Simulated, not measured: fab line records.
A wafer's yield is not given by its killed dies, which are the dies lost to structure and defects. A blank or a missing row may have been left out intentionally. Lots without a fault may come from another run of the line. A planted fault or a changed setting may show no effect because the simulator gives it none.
fab line records -- flow nandHarc
record lots=6, wafers=18, lastDay=24
route steps=1159 shown P_M1@297 END@1159
lots untouched by any fault: they come from a run of this same line in which no faults occurred
startH: hours from the record's first day to the start of the lot's first wafer shown -- waitH: hours from the lot's prior step to this one -- " unchanged from the row above -- L1.1+2: a single row standing in for several wafers -- - no value present, or no start provided -- * or withheld: withheld -- < > ~ a bound
route shown NAME@n: NAME is a module with steps in the file, n the number in the route of the first one -- usual: the fault-free wafers' mean and standard deviation -- same: alike in all rows -- chamber/n: place in a boat -- sites: the reading at each site -- _std_site: their standard deviation -- _edge_site: outer sites' mean less inner sites' -- radiusMm: how far each site lies from the wafer's centre -- mask NAME#n: copy n -- behind: tool/chamber where the wafer was last shaped -- hold: why the lot went on hold/how many hours it stayed there/how the hold came to an end -- device: which transistor (n, p or np) failed to switch -- end of line: the tests these same wafers got at the end of their route -- step lacking rows: just its recipe -- killed: count of dies lost to structure and defects at first sort (not the wafer's yield) -- map: shows each die of a wafer: x if killed, . if not, _ if none is there
set.NAME: the run value of the setting; set.NAME@STEP: its run value at that earlier step -- model.NAME: the simulator's own value behind a step, which no gauge read
certain route steps with their lots: each step a table, each wafer a row
services: the hour from which a tool's chamber was out of use, counted from the record's first day as startH (under 0 if before that day), plus the number of hours and why
## steps
# step NHARC_P_M1_INSPECT_11
# usual rawDefectCount=4.0/2.2
lot.wafer,tool,chamber,startH,waitH,rawDefectCount
L867.1,defectInspect-01,-,123.28,0.0,0
L867.3,defectInspect-01,-,123.28,0.0,1
L867.5,defectInspect-01,-,123.28,0.0,3
L871.1,defectInspect-02,-,143.88,0.0,3
L871.3,defectInspect-02,-,143.88,0.0,9
L871.6,defectInspect-02,-,143.88,0.0,7
L873.1,defectInspect-01,-,154.70,0.0,4
L873.2,defectInspect-01,-,154.70,0.0,2
L873.3,defectInspect-01,-,154.70,0.0,5
L884.2,defectInspect-01,-,224.58,0.0,3
L884.3,defectInspect-01,-,224.58,0.0,6
L884.6,defectInspect-01,-,224.58,0.0,2
L885.2,defectInspect-02,-,231.24,0.0,9
L885.4,defectInspect-02,-,231.24,0.0,9
L885.6,defectInspect-02,-,231.24,0.0,8
L888.2,defectInspect-01,-,246.06,0.1,4
L888.3,defectInspect-01,-,246.06,0.1,3
L888.6,defectInspect-01,-,246.06,0.1,3
# step NHARC_P_M1_DESCUM_14
# recipe timeS=3, o2FlowSccm=200, arFlowSccm=0, biasPowerW=0, chemistry=O2
# step NHARC_P_M1_ETCH_35
# recipe targetDepthA=400, overetchA=120, timeS=43.94, ionEnergyEv=200, n2FlowSccm=150, h2FlowSccm=150, arFlowSccm=0, rfW=400, biasW=150, chemistry=N2/H2
# usual drypumpMotorCurrentA=5.8/0.49, oesProductAu=0.995/0.0093, rfVppV=429.2/2.4, showerheadPlenumPTorr=1.99/0.081, throttleValvePct=14.171/0.0098
lot.wafer,tool,chamber,startH,waitH,drypumpMotorCurrentA,oesProductAu,rfHoursCounterH,rfVppV,showerheadPlenumPTorr,throttleValvePct
L867.1,rieDiel-12,2,123.43,0.1,5.2,1.011,6.5,427.4,1.90,14.183
L867.3,rieDiel-12,0,123.43,0.1,6.1,0.986,5.5,428.7,1.97,14.172
L867.5,rieDiel-12,2,123.43,0.1,5.2,1.000,-,426.4,1.90,14.179
L871.1,rieDiel-07,3,144.03,0.1,6.0,0.992,2.2,427.6,1.93,14.180
L871.3,rieDiel-07,0,144.03,0.1,5.5,0.993,1.7,427.4,1.91,14.184
L871.6,rieDiel-07,0,144.03,0.1,5.5,0.998,-,426.7,1.91,14.159
L873.1,rieDiel-06,1,154.84,0.1,6.2,1.012,6.9,433.6,2.13,14.168
L873.3,rieDiel-06,3,154.84,0.1,5.6,0.992,5.1,431.5,2.09,14.175
L873.2,rieDiel-06,0,154.84,0.1,6.3,0.981,6.2,429.8,2.02,14.163
L884.2,rieDiel-07,3,224.72,0.1,6.0,0.995,4.2,426.9,1.93,14.179
L884.3,rieDiel-07,1,224.72,0.1,6.6,1.005,3.9,427.2,1.95,14.184
L884.6,rieDiel-07,3,224.72,0.1,6.0,0.988,-,427.3,1.93,14.163
L885.2,rieDiel-12,1,231.44,0.1,6.0,1.001,3.1,428.4,1.90,14.194
L885.4,rieDiel-12,2,231.44,0.1,5.2,0.995,3.3,425.0,1.90,14.177
L885.6,rieDiel-12,3,231.44,0.1,5.2,0.990,-,430.2,2.03,14.164
L888.2,rieDiel-07,1,246.21,0.1,6.5,1.000,0.2,427.6,1.95,14.155
L888.3,rieDiel-07,2,246.21,0.1,5.7,0.988,0.2,431.6,2.13,14.173
L888.6,rieDiel-07,0,246.21,0.1,5.5,1.001,-,428.5,1.91,14.169
# step NHARC_P_M1_ETCH_15
# recipe targetDepthA=1825, timeS=91.2, c4f8FlowSccm=withheld, arFlowSccm=400, rfW=600, biasW=300, chemistry=C4F8/Ar
# usual oesProductAu=0.957/0.018, rfVppV=439.4/2.4
lot.wafer,tool,chamber,startH,waitH,oesProductAu,rfHoursCounterH,rfVppV
L867.3,rieDiel-12,3,-,-,0.947,5.6,440.8
L867.1,rieDiel-12,0,-,-,0.971,5.6,439.6
L867.5,rieDiel-12,1,-,-,0.969,-,437.3
L871.1,rieDiel-07,2,-,-,0.957,2.3,442.4
L871.3,rieDiel-07,1,-,-,0.973,2.2,438.5
L871.6,rieDiel-07,3,-,-,0.970,-,437.2
L873.1,rieDiel-06,3,-,-,0.972,5.1,442.2
L873.3,rieDiel-06,0,-,-,0.945,6.2,439.5
L873.2,rieDiel-06,1,-,-,0.963,6.9,443.3
L884.3,rieDiel-07,0,-,-,0.973,3.6,438.0
L884.2,rieDiel-07,1,-,-,0.963,3.9,438.4
L884.6,rieDiel-07,2,-,-,0.948,-,442.4
L885.2,rieDiel-12,2,-,-,0.947,3.3,435.7
L885.4,rieDiel-12,0,-,-,0.974,2.4,438.4
L885.6,rieDiel-12,2,-,-,0.965,-,435.8
L888.2,rieDiel-07,0,-,-,0.975,0.2,437.3
L888.3,rieDiel-07,1,-,-,0.970,0.2,438.1
L888.6,rieDiel-07,2,-,-,0.977,-,444.8
# step NHARC_P_M1_CD_MEAS_16
# usual cdNm=129.5/0.84
lot.wafer,tool,chamber,startH,waitH,cdNm
L867.1,cdSem-02,-,123.65,-,130.0
L867.3,cdSem-02,-,123.65,-,129.5
L867.5,cdSem-02,-,123.65,-,130.2
L871.1,cdSem-03,-,144.24,-,129.5
L871.3,cdSem-03,-,144.24,-,130.9
L871.6,cdSem-03,-,144.24,-,129.8
L873.1,cdSem-01,-,155.06,-,129.5
L873.2,cdSem-01,-,155.06,-,129.0
L873.3,cdSem-01,-,155.06,-,130.4
L884.2,cdSem-01,-,224.94,-,129.1
L884.3,cdSem-01,-,224.94,-,129.9
L884.6,cdSem-01,-,224.94,-,129.0
L885.2,cdSem-01,-,231.65,-,129.8
L885.4,cdSem-01,-,231.65,-,129.0
L885.6,cdSem-01,-,231.65,-,130.0
L888.2,cdSem-02,-,246.43,-,128.5
L888.3,cdSem-02,-,246.43,-,129.4
L888.6,cdSem-02,-,246.43,-,129.9
# step NHARC_P_M1_STRIP_18
# recipe powerW=1000, n2FlowSccm=150, h2FlowSccm=150, arFlowSccm=0, biasW=0, chemistry=N2/H2
# step NHARC_P_M1_ETCH_28
# recipe targetDepthA=300, overEtchFrac=0.3, timeS=72.99, ionEnergyEv=150, cf4FlowSccm=50, n2FlowSccm=100, arFlowSccm=150, rfW=300, biasW=100, chemistry=CF4/N2
# usual drypumpMotorCurrentA=5.7/0.48, oesProductAu=0.997/0.0091, rfVppV=313.1/1.9, showerheadPlenumPTorr=2.56/0.092, throttleValvePct=19.794/0.0093
lot.wafer,tool,chamber,startH,waitH,drypumpMotorCurrentA,oesProductAu,rfHoursCounterH,rfVppV,showerheadPlenumPTorr,throttleValvePct
L867.3,rieDiel-07,3,-,-,6.0,1.001,2,313.0,2.49,19.779
L867.1,rieDiel-07,0,-,-,5.5,0.992,1,311.4,2.47,19.801
L867.5,rieDiel-07,3,-,-,6.0,0.997,-,312.0,2.49,19.797
L871.1,rieDiel-12,3,-,-,5.2,0.983,7,313.7,2.62,19.799
L871.3,rieDiel-12,2,-,-,5.2,1.003,8,310.5,2.46,19.807
L871.6,rieDiel-12,0,-,-,6.1,0.993,-,313.3,2.55,19.789
L873.2,rieDiel-12,0,-,-,6.1,0.985,7,312.8,2.55,19.796
L873.3,rieDiel-12,2,-,-,5.2,0.992,9,312.6,2.46,19.790
L873.1,rieDiel-12,3,-,-,5.1,0.983,8,315.3,2.62,19.783
L884.2,rieDiel-12,2,-,-,5.2,1.003,3,310.2,2.46,19.801
L884.3,rieDiel-12,0,-,-,6.1,0.995,2,314.1,2.54,19.814
L884.6,rieDiel-12,1,-,-,6.0,1.000,-,311.3,2.47,19.785
L885.4,rieDiel-12,3,-,-,5.2,1.002,3,313.8,2.62,19.776
L885.2,rieDiel-12,1,-,-,6.0,1.004,3,311.5,2.47,19.796
L885.6,rieDiel-12,3,-,-,5.2,0.995,-,314.9,2.62,19.804
L888.3,rieDiel-12,0,-,-,6.1,1.003,3,312.6,2.54,19.802
L888.2,rieDiel-12,3,-,-,5.2,1.000,3,314.9,2.62,19.783
L888.6,rieDiel-12,2,-,-,5.2,1.009,-,311.4,2.46,19.794
# step NHARC_P_M1_STRIP_19
# recipe timeS=600, tempC=30, chemistry=postEtchResidueRemover
# step NHARC_P_M1_DEGAS_29
# recipe tempC=250, timeS=60
# usual heaterPowerW=347/36
lot.wafer,tool,chamber,startH,waitH,heaterPowerW
L867.3,pvdSputter-01,-,124.41,-,362
L867.1,pvdSputter-01,-,124.41,-,297
L867.5,pvdSputter-01,-,124.41,-,297
L871.1,pvdSputter-02,-,144.97,-,351
L871.3,pvdSputter-02,-,144.97,-,320
L871.6,pvdSputter-02,-,144.97,-,373
L873.2,pvdSputter-02,-,155.78,-,351
L873.1,pvdSputter-02,-,155.78,-,322
L873.3,pvdSputter-02,-,155.78,-,366
L884.3,pvdSputter-02,-,225.65,-,320
L884.2,pvdSputter-02,-,225.65,-,369
L884.6,pvdSputter-02,-,225.65,-,313
L885.2,pvdSputter-03,-,232.36,-,313
L885.4,pvdSputter-03,-,232.36,-,362
L885.6,pvdSputter-03,-,232.36,-,308
L888.2,pvdSputter-01,-,247.22,-,301
L888.3,pvdSputter-01,-,247.22,-,294
L888.6,pvdSputter-01,-,247.22,-,293
# step NHARC_P_M1_PRE_CLEAN_30
# recipe timeS=30, tempC=280, gas=H2/He
# step NHARC_P_M1_PVD_20
# recipe targetThkA=50, biasV=168.6, powerW=15000, chamberPressurePa=0.12, timeS=8.06, substrateTempC=50, material=TaN
# step NHARC_P_M1_PVD_21
# recipe targetThkA=300, chamberPressurePa=5, powerW=5000, substrateTempC=30, timeS=20.49, material=Cu
# usual throttleValvePct=30.2/0.68
lot.wafer,tool,chamber,startH,waitH,throttleValvePct
L867.1,pvdSputter-01,-,-,-,30.8
L867.3,pvdSputter-01,-,-,-,28.9
L867.5,pvdSputter-01,-,-,-,30.8
L871.3,pvdSputter-02,-,-,-,29.9
L871.1,pvdSputter-02,-,-,-,29.8
L871.6,pvdSputter-02,-,-,-,30.0
L873.3,pvdSputter-02,-,-,-,30.0
L873.1,pvdSputter-02,-,-,-,30.0
L873.2,pvdSputter-02,-,-,-,30.7
L884.2,pvdSputter-02,-,-,-,29.5
L884.3,pvdSputter-02,-,-,-,30.5
L884.6,pvdSputter-02,-,-,-,29.0
L885.4,pvdSputter-03,-,-,-,29.7
L885.2,pvdSputter-03,-,-,-,29.8
L885.6,pvdSputter-03,-,-,-,29.9
L888.2,pvdSputter-01,-,-,-,31.1
L888.3,pvdSputter-01,-,-,-,29.0
L888.6,pvdSputter-01,-,-,-,31.2
# step NHARC_P_M1_ECD_22
# recipe targetThkA=4000, bathTempC=25, material=Cu
lot.wafer,tool,chamber,startH,waitH
L867.1+3+5,ecdCu-01,"1,0,1",124.80,-
L871.1+3+6,ecdCu-01,1,145.51,-
L873.1+2+3,ecdCu-01,"1,0,1",156.14,-
L884.2+3+6,ecdCu-01,"1,0,1",226.06,-
L885.2+4+6,ecdCu-02,"1,0,0",232.78,-
L888.2+3+6,ecdCu-02,1,247.57,-
# step NHARC_P_M1_ANNEAL_31
# recipe tempC=225, timeS=90
# step NHARC_P_M1_CMP_23
# recipe tOverpolishS=20, targetThkNm=157.82
# usual motorCurrentA=12.2/0.91, timeToEndpointS=27.9/2.5
lot.wafer,tool,chamber,startH,waitH,motorCurrentA,timeToEndpointS
L867.3,cmp-01,1,125.55,-,11.9,29.5
L867.1,cmp-01,2,125.55,-,11.8,27.0
L867.5,cmp-01,0,125.55,-,13.9,27.4
L871.1,cmp-01,1,146.28,-,11.7,17.5
L871.3,cmp-01,2,146.28,-,12.4,32.7
L871.6,cmp-01,3,146.28,-,12.4,26.7
L873.3,cmp-01,1,156.86,-,12.3,27.3
L873.1,cmp-01,3,156.86,-,12.7,12.5
L873.2,cmp-01,0,156.86,-,13.8,13.6
L884.3,cmp-01,1,226.77,-,12.1,28.6
L884.2,cmp-01,3,226.77,-,13.2,27.8
L884.6,cmp-01,0,226.77,-,12.9,27.3
L885.4,cmp-02,2,233.48,-,11.1,26.7
L885.2,cmp-02,3,233.48,-,12.1,22.8
L885.6,cmp-02,2,233.48,-,10.7,30.6
L888.3,cmp-02,0,248.32,-,11.6,24.0
L888.2,cmp-02,2,248.32,-,11.1,25.4
L888.6,cmp-02,0,248.32,-,11.6,26.0
# step NHARC_P_M1_THK_MEAS_24
# recipe thkMeasGauge=xrf
# usual thkNm=157.2/1.6
lot.wafer,tool,chamber,startH,waitH,thkNm
L867.1,filmMetro-02,-,125.82,-,160.2
L867.3,filmMetro-02,-,125.82,-,160.1
L867.5,filmMetro-02,-,125.82,-,159.3
L871.1,filmMetro-01,-,146.54,-,159.4
L871.3,filmMetro-01,-,146.54,-,158.4
L871.6,filmMetro-01,-,146.54,-,158.4
L873.1,filmMetro-02,-,157.17,-,156.4
L873.2,filmMetro-02,-,157.17,-,158.0
L873.3,filmMetro-02,-,157.17,-,157.5
L884.2,filmMetro-01,-,227.05,-,157.7
L884.3,filmMetro-01,-,227.05,-,154.7
L884.6,filmMetro-01,-,227.05,-,157.3
L885.2,filmMetro-01,-,233.77,-,156.5
L885.4,filmMetro-01,-,233.77,-,158.3
L885.6,filmMetro-01,-,233.77,-,157.0
L888.2,filmMetro-02,-,248.61,-,159.5
L888.3,filmMetro-02,-,248.61,-,155.1
L888.6,filmMetro-02,-,248.61,-,155.7
# step NHARC_END_SORT_01
# recipe tempC=25
# usual defectLimitedYield=95.5/1.3, killedAtArray=27/8.8, killedAtOther=0.4/0.82, killedAtPeriphery=3.1/2.1, killedDies=31/8.8, killedOpen=3.3/2, killedShort=2.0/1.4, sort_bin_2_pct=1.3/0.56, sort_bin_3_pct=0.25/0.21, sort_bin_4_pct=2.9/0.89, sortNPass=646/8.8, sortRimYieldPct=95.8/2.7, sortYieldPct=95.5/1.3
# same grossDies=677, sort_bin_5_pct[%]=0, sort_bin_6_pct[%]=0, sort_bin_7_pct[%]=0, sort_bin_8_pct[%]=0, sortRimNGross=106.00
lot.wafer,tool,chamber,startH,waitH,defectLimitedYield[%],killedAtArray,killedAtOther,killedAtPeriphery,killedDies,killedOpen,killedShort,sort_bin_2_pct[%],sort_bin_3_pct[%],sort_bin_4_pct[%],sortNPass,sortRimYieldPct[%],sortYieldPct[%]
L884.3,prober-02,0,547.60,3.1,94.7,31,1,4,36,7,3,1.5,0.30,3.5,641,89.6,94.7
L884.6,prober-02,0,549.99,4.0,95.9,26,2,0,28,3,4,1.0,0.59,2.5,649,95.3,95.9
L888.2,prober-01,0,562.47,2.8,95.3,30,0,2,32,0,1,2.1,0,2.7,645,99.1,95.3
L888.3,prober-01,0,563.27,3.1,93.9,36,0,5,41,2,4,2.4,0.44,3.2,636,97.2,93.9
L888.6,prober-01,0,565.66,4.0,94.5,34,0,3,37,6,3,1.9,0.44,3.1,640,98.1,94.5
# killed by level:class
L884.3 A_SLIT:chamberFilmFlake=12 A_CHANNEL_HOLE_D1:chamberFilmFlake=5 A_CONTACT:chamberFilmFlake=3 P_GATE:chamberFilmFlake=2 A_CHANNEL_FILL_D1:chamberFilmFlake=2 P_CONTACT:geometricParticle:open=1 P_M0:geometricParticle:open=1 A_SOURCE_PLATE:geometricParticle:open=1
L884.6 A_SLIT:chamberFilmFlake=10 A_CHANNEL_HOLE_D1:chamberFilmFlake=7 A_STAIRCASE:chamberFilmFlake=2 A_CONTACT:chamberFilmFlake=2 A_ONON_D1:geometricParticle:open=1 A_ONON_D1:geometricParticle:short=1 A_CHANNEL_FILL_D1:geometricParticle:short=1 A_WL_FILL:geometricParticle:open=1
L888.2 A_CHANNEL_HOLE_D1:chamberFilmFlake=20 A_WL_FILL:chamberFilmFlake=4 A_STAIRCASE:chamberFilmFlake=3 P_M1:chamberFilmFlake=2 A_CONTACT:chamberFilmFlake=2 A_CHANNEL_FILL_D1:geometricParticle:short=1
L888.3 A_CHANNEL_HOLE_D1:chamberFilmFlake=24 A_CONTACT:chamberFilmFlake=3 A_ONON_D1:geometricParticle:short=2 P_GATE:chamberFilmFlake=2 P_M1:chamberFilmFlake=2 A_STAIRCASE:chamberFilmFlake=2 A_WL_FILL:chamberFilmFlake=2 P_GATE:geometricParticle:open=1
L888.6 A_CHANNEL_HOLE_D1:chamberFilmFlake=20 A_WL_FILL:chamberFilmFlake=5 A_CONTACT:geometricParticle:open=2 P_CONTACT:geometricParticle:open=1 A_SOURCE_PLATE:geometricParticle:short=1 A_ONON_D1:geometricParticle:open=1 A_CHANNEL_HOLE_D1:geometricParticle:open=1 A_WL_FILL:geometricParticle:open=1
## services
tool,chamber,startH,hours,kind
pvdSputter-03,-,102.00,10.0,pm
pvdSputter-01,-,105.21,0.5,repair
rieDiel-12,0,108.08,-,clean
rieDiel-12,1,108.08,-,clean
rieDiel-12,2,108.08,-,clean
rieDiel-12,3,108.08,-,clean
pvdSputter-01,-,118.62,0.6,repair
cmp-02,-,120.28,1.0,repair
cmp-02,-,128.54,4.0,pm
rieDiel-12,-,143.37,0.6,repair
cmp-02,-,156.95,1.9,repair
pvdSputter-01,-,158.00,10.0,pm
cmp-02,-,163.55,1.6,repair
rieDiel-07,2,173.27,8.1,repair
ecdCu-02,-,180.00,8.0,pm
pvdSputter-02,-,188.30,6.9,repair
cmp-01,-,189.85,4.0,pm
rieDiel-12,-,202.56,9.0,pm
pvdSputter-02,-,215.37,10.0,pm
cmp-02,-,226.54,4.0,pm
rieDiel-07,-,228.20,9.0,pm
rieDiel-12,1,239.65,10.6,repair
rieDiel-06,-,241.49,9.0,pm
rieDiel-12,3,241.92,3.9,repair
## key
firstSign step=NHARC_P_M1_CMP_23, reading=timeToEndpointS, direction=down, sigmas=5.2, usual=*, struck=*
effect none on later readings
metAt NHARC_P_M1_ECD_22
struckWafers L871.1,L873.1,L873.2
onsetBetween 124.80 145.51
fault kind=processParameterDrift, tool=ecdCu-01, chamber=-, onsetH=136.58, steps=NHARC_P_M1_ECD_22, channel=targetThkA, offset=*, shape=step, endH=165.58, scope=struckWafersOnly, actsIn=*, stated=*
